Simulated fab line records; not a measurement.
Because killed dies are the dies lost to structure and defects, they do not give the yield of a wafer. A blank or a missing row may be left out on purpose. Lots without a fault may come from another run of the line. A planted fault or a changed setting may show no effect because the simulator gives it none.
Chamber matching -- flow nand-harc -- NHARC_A_STAIRCASE_ETCH_253 on rie-diel-10: 4 sister chambers
The step etches the open film in C4F8/O2, target depth 50 nm, time 20.2 s. 22 wafers are shown with their chamber, then 11 later ones without.

WAFERS, EACH WITH ITS CHAMBER
wafer,chamber,rf-vpp-V (V),oes-product-au (a.u.),bias-w (W)
L074.1,0,893,0.948,1003.3
L074.2,2,894,0.938,1000.8
L074.5,0,893,0.948,1000.8
L076.1,0,894,0.946,1001.6
L076.2,3,894,0.965,998.1
L076.3,2,895,0.970,1001.7
L080.1,3,893,0.964,996.0
L080.2,0,891,0.962,997.0
L080.3,2,894,0.947,1005.5
L087.1,2,893,0.936,1003.0
L087.4,0,892,0.946,1000.3
L087.6,0,893,0.951,999.4
L088.3,2,895,0.950,1002.0
L088.5,3,892,0.957,997.5
L088.6,0,892,0.944,1002.2
L090.1,0,892,0.920,1002.3
L090.2,1,897,0.905,1006.0
L090.4,3,893,0.931,1002.4
L091.1,1,896,0.916,1000.0
L091.3,3,894,0.924,995.6
L091.4,2,894,0.930,999.5
L093.1,3,893,0.979,1001.7

SIGNATURES (averages over the wafers above)
reading,chamber 0,chamber 1,chamber 2,chamber 3,scatter within a chamber
rf-vpp-V,892.50,896.50,894.17,893.17,0.822
oes-product-au,0.94562,0.91050,0.94517,0.95333,0.0155
bias-w,1000.862,1003.000,1002.083,998.550,2.45
Rule: a wafer lies at a distance from a chamber equal to the root of the sum of squares, over the readings, of (its reading less the chamber's mean, divided by the reading's scatter). If the next closest chamber is less than 2 further off than the closest, the wafer can't be placed; otherwise it belongs to the closest. How the scatter is found: for the shown wafers, subtract from each reading the mean of its chamber, square and add these, divide the total by (wafers less chambers), then take the root.

WAFERS WITHOUT THEIR CHAMBER
wafer,rf-vpp-V (V),oes-product-au (a.u.),bias-w (W)
L093.2,894,0.971,1000.9
L093.4,891,0.937,1004.0
L092.1,893,0.978,998.1
L092.4,894,0.949,999.2
L092.5,896,0.953,993.8
L094.3,893,0.972,1002.4
L094.4,891,0.953,994.3
L094.6,897,0.956,1001.5
L096.2,893,0.949,995.9
L096.3,894,0.948,998.4
L096.6,896,0.950,1000.7

CHAMBER TAKEN BY EACH
wafer,from the rows above,in truth
L093.2,can't be placed: 2 or 3 or 0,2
L093.4,can't be placed: 0 or 3 or 2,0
L092.1,can't be placed: 3 or 0 or 2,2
L092.4,can't be placed: 3 or 2 or 0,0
L092.5,can't be placed: 3 or 2 or 1 or 0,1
L094.3,can't be placed: 0 or 3 or 2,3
L094.4,can't be placed: 3 or 0 or 2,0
L094.6,can't be placed: 1 or 2 or 3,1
L096.2,can't be placed: 3 or 0 or 2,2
L096.3,can't be placed: 3 or 2 or 0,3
L096.6,can't be placed: 2 or 1 or 3 or 0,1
Placed correctly: 0 of 11. Can't be placed from these rows: 11 (the true chamber is among the candidates in 11). Number placed wrongly: 0.
